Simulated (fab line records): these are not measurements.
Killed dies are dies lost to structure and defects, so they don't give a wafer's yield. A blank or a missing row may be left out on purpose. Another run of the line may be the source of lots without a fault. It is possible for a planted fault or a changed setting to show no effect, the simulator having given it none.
Chamber matching / flow nandHarc / NHARC_P_M0_PRE_CLEAN_31 on pecvd-02: 3 sister chambers
The step time 12 s. 3 wafers are shown with their chamber, then 9 later ones without.

## WAFERS, EACH WITH ITS CHAMBER
wafer=L088.5; chamber=1; heaterPowerW (W)=603
wafer=L090.5; chamber=0; heaterPowerW (W)=467
wafer=L090.6; chamber=2; heaterPowerW (W)=566

## WAFERS WITHOUT THEIR CHAMBER
wafer=L093.3; heaterPowerW (W)=590
wafer=L093.4; heaterPowerW (W)=512
wafer=L093.6; heaterPowerW (W)=581
wafer=L094.1; heaterPowerW (W)=596
wafer=L094.2; heaterPowerW (W)=437
wafer=L094.4; heaterPowerW (W)=584
wafer=L096.2; heaterPowerW (W)=568
wafer=L096.4; heaterPowerW (W)=576
wafer=L096.5; heaterPowerW (W)=510

## WHICH CHAMBER EACH WENT THROUGH
wafer=L093.3; from the rows above=can't be placed: 1 or 2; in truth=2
wafer=L093.4; from the rows above=can't be placed: 0 or 2 or 1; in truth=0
wafer=L093.6; from the rows above=can't be placed: 2 or 1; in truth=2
wafer=L094.1; from the rows above=can't be placed: 1 or 2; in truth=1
wafer=L094.2; from the rows above=0; in truth=0
wafer=L094.4; from the rows above=can't be placed: 2 or 1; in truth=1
wafer=L096.2; from the rows above=can't be placed: 2 or 1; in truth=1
wafer=L096.4; from the rows above=can't be placed: 2 or 1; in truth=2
wafer=L096.5; from the rows above=can't be placed: 0 or 2 or 1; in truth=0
1 of 9 placed correctly. Unplaceable from these rows: 8, with the true chamber sitting among the candidates in 8. Placed wrongly: 0.
How it was worked out, from the rows above alone: a wafer's distance from a chamber is the root of the sum, over the readings, of the square of ((its reading less the chamber's mean) divided by the reading's scatter). The wafer belongs to the nearest chamber; if the next one is less than 2 further off, it can't be placed. The mean given for a chamber averages the wafers shown for that chamber. The scatter: root of mean squared gap, hidden wafer to nearest shown wafer, with one shown wafer a chamber.
